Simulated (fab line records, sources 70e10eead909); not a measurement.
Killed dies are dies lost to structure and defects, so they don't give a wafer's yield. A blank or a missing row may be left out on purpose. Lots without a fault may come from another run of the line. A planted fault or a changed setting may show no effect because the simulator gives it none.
fab line records | flow nand_harc
record lots=5 wafers=15 last_day=33
route steps=1302 shown P_GATE@155 END@1302
lots that met no fault: from a run of the same line without faults
start_h: hours from the record's first day to the start of the lot's first wafer shown | wait_h: hours since the lot's step before | " the same as in the row above | L1.1+2: a row that stands for several wafers | - no value, or no start given | * or withheld: withheld | < > ~ a bound
route shown NAME@n: a module of which the file shows steps, and the number in the route of the first | usual: mean/standard deviation of fault-free wafers | same: alike in all rows | chamber/n: place in a boat | sites: the reading at each site | _std_site: their standard deviation | _edge_site: outer sites' mean less inner sites' | radius_mm: how far each site lies from the wafer's centre | mask NAME#n: copy n | behind: the tool/chamber that last shaped the wafer | hold: why the lot was held/for how many hours/how that ended | device: the transistor (n, p or np) that didn't switch | end of line: the same wafers' tests at the end of the route | a step without rows: its recipe alone | killed: dies lost to structure and defects at the first sort, not the wafer's yield | map: a wafer's dies, x killed, . not, _ none there
set.NAME: the setting as run; set.NAME@STEP: as run at that earlier step | model.NAME: the simulator's own value behind a step, which no gauge read
lots at some steps of the route; a table a step, a row a wafer
services: from which hour (start_h, from the record's first day; less than 0 if before it) a tool's chamber was out of use, for how many hours, and why
## steps
# step NHARC_P_GATE_ALD_36
# recipe target_thk_a=200 pulse_time_s=60 ald_cycles=223 temp_c=400 material=SiNx
# usual heater_power_w=849/68 precursor_pulse_height_rel=1.000/0.019
# columns lot.wafer tool chamber start_h wait_h heater_power_w precursor_pulse_height_rel
L734.3 ald_sin-01 1 117.92 - 832 0.983
L734.4 " 2 118.97 - 843 0.999
L734.6 " 0 121.08 - 818 1.014
L741.4 ald_sin-04 3 187.28 - 876 1.003
L741.3 " 0 188.34 - 877 1.013
L741.6 " 3 191.54 - 838 0.982
L744.4 ald_sin-04 1 221.97 - 887 1.001
L744.1 " 2 223.03 - 736 1.014
L744.5 " 1 226.20 - 879 0.957
L748.4 ald_sin-03 1 260.50 - 893 0.992
L748.1 " 2 261.55 - 990 0.987
L748.5 " 1 264.71 - 923 0.999
L754.2 ald_sin-03 0 313.17 - 792 1.001
L754.6 " 0 317.37 - 811 1.009
L754.5 " 1 318.42 - 922 1.007
# step NHARC_P_GATE_ETCHBACK_37
# recipe target_depth_a=345 time_s=17.2 chf3_flow_sccm=50 o2_flow_sccm=10 ar_flow_sccm=200 rf_w=500 bias_w=200 chemistry=CHF3/O2
# usual drypump_motor_current_A=5.60/0.29 oes_product_au=0.943/0.027 rf_vpp_V=369.8/1.8 showerhead_plenum_p_Torr=2.36/0.076 throttle_valve_pct=20.572/0.0093
# columns lot.wafer tool chamber start_h wait_h drypump_motor_current_A oes_product_au rf_hours_counter_h rf_vpp_V showerhead_plenum_p_Torr throttle_valve_pct
L734.4 rie_diel-12 2 - - 5.65 0.924 1 370.8 2.41 20.576
L734.3 " 3 " " 5.42 0.940 1 369.3 2.31 20.581
L734.6 " 1 " " 5.77 0.919 - 368.3 2.30 20.582
L741.4 rie_diel-09 3 - - 5.74 0.996 1 371.6 2.42 20.585
L741.3 " 2 " " 6.43 1.007 2 374.8 2.52 20.590
L741.6 " 0 " " 5.11 1.000 - 368.5 2.32 20.574
L744.4 rie_diel-02 0 - - 5.47 0.997 0 367.2 2.25 20.576
L744.1 " 2 " " 5.44 0.995 0 369.2 2.35 20.570
L744.5 " 3 " " 5.73 0.992 - 370.3 2.38 20.577
L748.1 rie_diel-02 2 - - 5.45 0.945 1 369.6 2.35 20.559
L748.4 " 3 " " 5.73 0.950 1 369.0 2.38 20.568
L748.5 " 3 " " 5.72 0.947 - 371.0 2.38 20.574
L754.2 rie_diel-02 1 - - 5.74 0.924 5 369.4 2.36 20.560
L754.6 " 3 " " 5.74 0.930 - 370.0 2.38 20.558
L754.5 " 0 " " 5.49 0.927 - 367.6 2.25 20.581
# step NHARC_P_GATE_STRIP_101
# recipe time_s=20 o2_flow_sccm=500 ar_flow_sccm=0 bias_w=0 chemistry=O2
# usual drypump_motor_current_A=5.57/0.29 oes_product_au=0.998/0.01 rf_vpp_V=57.6/0.89 showerhead_plenum_p_Torr=3.47/0.11 throttle_valve_pct=17.036/0.0092
# columns lot.wafer tool chamber start_h wait_h drypump_motor_current_A oes_product_au rf_hours_counter_h rf_vpp_V showerhead_plenum_p_Torr throttle_valve_pct
L734.3 rie_diel-12 0 125.40 0.1 5.26 1.012 1 55.4 3.37 17.044
L734.4 " 2 " " 5.67 1.001 1 57.4 3.54 17.013
L734.6 " 1 " " 5.78 0.985 - 57.6 3.39 17.031
L741.3 rie_diel-09 2 196.94 0.1 6.42 1.017 2 57.4 3.69 17.037
L741.4 " 3 " " 5.74 0.990 1 57.5 3.56 17.010
L741.6 " 1 " " 5.10 0.979 - 59.7 3.77 17.040
L744.4 rie_diel-02 2 231.58 0.1 5.45 1.000 0 57.2 3.45 17.036
L744.1 " 3 " " 5.72 1.007 0 58.6 3.50 17.019
L744.5 " 1 " " 5.72 1.004 - 57.1 3.48 17.025
L748.1 rie_diel-02 1 269.04 0.1 5.72 1.005 2 56.4 3.48 17.032
L748.4 " 3 " " 5.75 1.005 1 57.7 3.49 17.034
L748.5 " 1 " " 5.73 0.996 - 59.9 3.48 17.043
L754.2 rie_diel-02 2 322.74 0.1 5.48 0.998 4 56.1 3.45 17.022
L754.5 " 3 " " 5.73 0.995 - 59.0 3.49 17.033
L754.6 " 0 " " 5.49 1.012 - 57.7 3.31 17.023
# step NHARC_P_GATE_PRECLEAN_97
# recipe time_s=600 temp_c=120 chemistry=SPM
# step NHARC_P_GATE_SRD_98
# step NHARC_P_GATE_PRECLEAN_99
# recipe time_s=* temp_c=50 bath_age_min=0 chemistry=SC1
# step NHARC_P_GATE_SRD_100
# step NHARC_P_GATE_DEHYDRATE_38
# recipe temp_c=150 time_s=120
# step NHARC_P_GATE_HMDS_39
# recipe time_s=30
# step NHARC_P_GATE_COAT_40
# recipe spin_rpm=3000
# step NHARC_P_GATE_SOFTBAKE_41
# recipe temp_c=122 time_s=95
# step NHARC_P_GATE_EBR_42
# step NHARC_P_GATE_EXPOSE_43
# recipe na=0.6 target_cd_nm=720 dose_mj=14.81 mask_id=P_NSD
# columns lot.wafer tool chamber start_h wait_h mask
L734.3+4+6 krf_scanner-01 0 126.17 - P_NSD#0
L741.3+4+6 krf_scanner-04 0 197.71 - P_NSD#0
L744.1+4+5 krf_scanner-01 0 232.35 - P_HVPW#0
L748.1+4+5 krf_scanner-04 0 269.80 - P_NSD#0
L754.2+5+6 krf_scanner-01 0 323.50 - P_NSD#0
# step NHARC_P_GATE_PEB_44
# recipe peb_temp_c=118 peb_time_s=85
# step NHARC_P_GATE_DEVELOP_45
# recipe time_s=70
# step NHARC_P_GATE_CD_MEAS_46
# recipe target_cd_nm=720 landing_energy_ev=500
# usual cd_nm=719.8/1.6
# same landing_energy_ev=500
# columns lot.wafer tool chamber start_h wait_h cd_nm
L734.3 cd_sem-03 0 126.32 - 722.4
L734.4 " 0 " " 719.7
L734.6 " 0 " " 721.1
L741.3 cd_sem-02 0 197.86 - 720.9
L741.4 " 0 " " 720.7
L741.6 " 0 " " 720.9
L744.1 cd_sem-01 0 232.50 - -
L744.4 " 0 " " -
L744.5 " 0 " " -
L748.1 cd_sem-03 0 269.95 - 720.6
L748.4 " 0 " " 721.0
L748.5 " 0 " " 719.0
L754.2 cd_sem-01 0 323.65 - 722.5
L754.5 " 0 " " 721.7
L754.6 " 0 " " 720.7
# step NHARC_P_GATE_HARDBAKE_47
# recipe temp_c=125 time_s=80
# step NHARC_END_SORT_01
# recipe temp_c=25
# usual killed_at_array=55/20 killed_at_other=0.7/0.96 killed_at_periphery=4.1/2.4 killed_dies=60/20 killed_open=3.3/1.9 killed_short=2.8/1.6
# same gross_dies=677
# columns lot.wafer tool chamber start_h wait_h killed_at_array killed_at_other killed_at_periphery killed_dies killed_open killed_short
L744.1 prober-01 0 690.12 2.5 52 1 624 677 1 4
L744.4 prober-01 0 692.53 3.4 47 1 629 677 4 1
L744.5 prober-01 0 693.33 3.7 68 0 609 677 3 4
# killed by level:class
L744.1 P_GATE:area_expose=617 A_CHANNEL_HOLE_D1:chamber_film_flake=29 A_SLIT:chamber_film_flake=6 A_CONTACT:chamber_film_flake=6 P_GATE:chamber_film_flake=4 A_WL_FILL:chamber_film_flake=3 A_CHANNEL_HOLE_D2:chamber_film_flake=2 P_CONTACT:geometric_particle:short=1
L744.4 P_GATE:area_expose=623 A_CHANNEL_HOLE_D1:chamber_film_flake=27 A_CONTACT:chamber_film_flake=9 A_CHANNEL_HOLE_D2:chamber_film_flake=4 P_CONTACT:chamber_film_flake=3 A_M0:geometric_particle:open=2 P_GATE:chamber_film_flake=2 A_WL_FILL:chamber_film_flake=2
L744.5 P_GATE:area_expose=605 A_CHANNEL_HOLE_D1:chamber_film_flake=30 A_CONTACT:chamber_film_flake=10 A_SLIT:chamber_film_flake=8 A_WL_FILL:chamber_film_flake=5 A_CHANNEL_HOLE_D2:chamber_film_flake=4 A_STAIRCASE:chamber_film_flake=4 A_CHANNEL_HOLE_D2:geometric_particle:short=2
# map L744.1 (x killed, . not)
____________x____________
_________xxxxxxx_________
_______xxxxxxxxxxx_______
______xxxxxxxxxxxxx______
_____xxxxxxxxxxxxxxx_____
____xxxxxxxxxxxxxxxxx____
____xxxxxxxxxxxxxxxxx____
___xxxxxxxxxxxxxxxxxxx___
___xxxxxxxxxxxxxxxxxxx___
__xxxxxxxxxxxxxxxxxxxxx__
__xxxxxxxxxxxxxxxxxxxxx__
_xxxxxxxxxxxxxxxxxxxxxxx_
_xxxxxxxxxxxxxxxxxxxxxxx_
_xxxxxxxxxxxxxxxxxxxxxxx_
_xxxxxxxxxxxxxxxxxxxxxxx_
_xxxxxxxxxxxxxxxxxxxxxxx_
xxxxxxxxxxxxxxxxxxxxxxxxx
xxxxxxxxxxxxxxxxxxxxxxxxx
xxxxxxxxxxxxxxxxxxxxxxxxx
xxxxxxxxxxxxxxxxxxxxxxxxx
xxxxxxxxxxxxxxxxxxxxxxxxx
_xxxxxxxxxxxxxxxxxxxxxxx_
_xxxxxxxxxxxxxxxxxxxxxxx_
_xxxxxxxxxxxxxxxxxxxxxxx_
_xxxxxxxxxxxxxxxxxxxxxxx_
_xxxxxxxxxxxxxxxxxxxxxxx_
__xxxxxxxxxxxxxxxxxxxxx__
__xxxxxxxxxxxxxxxxxxxxx__
___xxxxxxxxxxxxxxxxxxx___
___xxxxxxxxxxxxxxxxxxx___
____xxxxxxxxxxxxxxxxx____
____xxxxxxxxxxxxxxxxx____
_____xxxxxxxxxxxxxxx_____
______xxxxxxxxxxxxx______
_______xxxxxxxxxxx_______
_________xxxxxxx_________
____________x____________
# map L734.6 (x killed, . not)
____________.____________
_________......._________
_______..........._______
______............x______
_____...........x..._____
____xx...............____
____xxxx.............____
___xxxxx......x.......___
___xxxxx....x.x.......___
__.xxxxx...x.x.........__
__.xxx.................__
_.x.x.......xx.x........_
_....xx................._
_......................._
_......................._
_......................._
.........................
.........................
...x.....................
.........................
..........x..............
_......................._
_......................._
_......................._
_...x............x......_
_.................x....._
__.....................__
__....x.x......x.......__
___...................___
___...................___
____.....x....x......____
____.........x.......____
_____..............._____
______.............______
_______..........._______
_________......._________
____________.____________
## services
# columns tool chamber start_h hours kind
ald_sin-03 0 126.00 4.5 repair
rie_diel-09 1 126.39 13.9 repair
rie_diel-09 2 134.92 6.7 repair
krf_scanner-01 - 140.00 4.0 pm
ald_sin-04 - 142.71 1.6 repair
rie_diel-09 - 143.17 9.0 pm
krf_scanner-01 - 146.91 0.5 repair
rie_diel-02 3 172.30 6.0 repair
krf_scanner-04 - 182.00 4.0 pm
rie_diel-12 1 190.19 8.3 repair
rie_diel-09 3 190.44 5.8 repair
rie_diel-09 - 200.90 0.7 repair
rie_diel-12 0 212.10 42.8 repair
rie_diel-02 - 216.82 9.0 pm
krf_scanner-01 - 234.40 1.8 repair
krf_scanner-04 - 246.47 0.4 repair
rie_diel-12 - 252.16 0.4 repair
ald_sin-04 - 254.29 10.0 pm
rie_diel-09 - 260.27 0.2 repair
rie_diel-02 2 261.66 1.5 repair
rie_diel-12 - 268.45 9.0 pm
krf_scanner-01 - 271.72 0.2 repair
krf_scanner-01 - 273.17 0.4 repair
krf_scanner-01 - 312.00 4.0 pm
## key
first_sign step=NHARC_P_GATE_EXPOSE_43 reading=mask direction=changed
effect step=NHARC_P_GATE_CD_MEAS_46 reading=cd_nm direction=missing
effect step=NHARC_END_SORT_01 reading=killed_at_periphery direction=up sigmas=99+ usual=4.1 struck=620.7
more_kills_born_at NHARC_P_GATE_EXPOSE_43@krf_scanner-01=1845
met_at NHARC_P_GATE_EXPOSE_43
struck_wafers L744.1,L744.4,L744.5
later_rows_left_out L744.1,L744.4,L744.5
tester_left_out L744
onset_between 126.17 232.35
fault kind=wrong_mask tool=any chamber=- onset_h=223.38 steps=NHARC_P_GATE_EXPOSE_43 aux_copy=P_HVPW#0 scope=struck_lots_only
# tester_left_out: of these lots the tester's yield and bins aren't shown, on N5 and GAA mostly nor the transistor test; their killed dies are dies lost to structure and defects alone, not to doping, threshold or leakage, so they don't give the yield
# later_rows_left_out: the simulator's readings of these wafers behind a module that went badly wrong aren't trusted and aren't shown, but for the sort
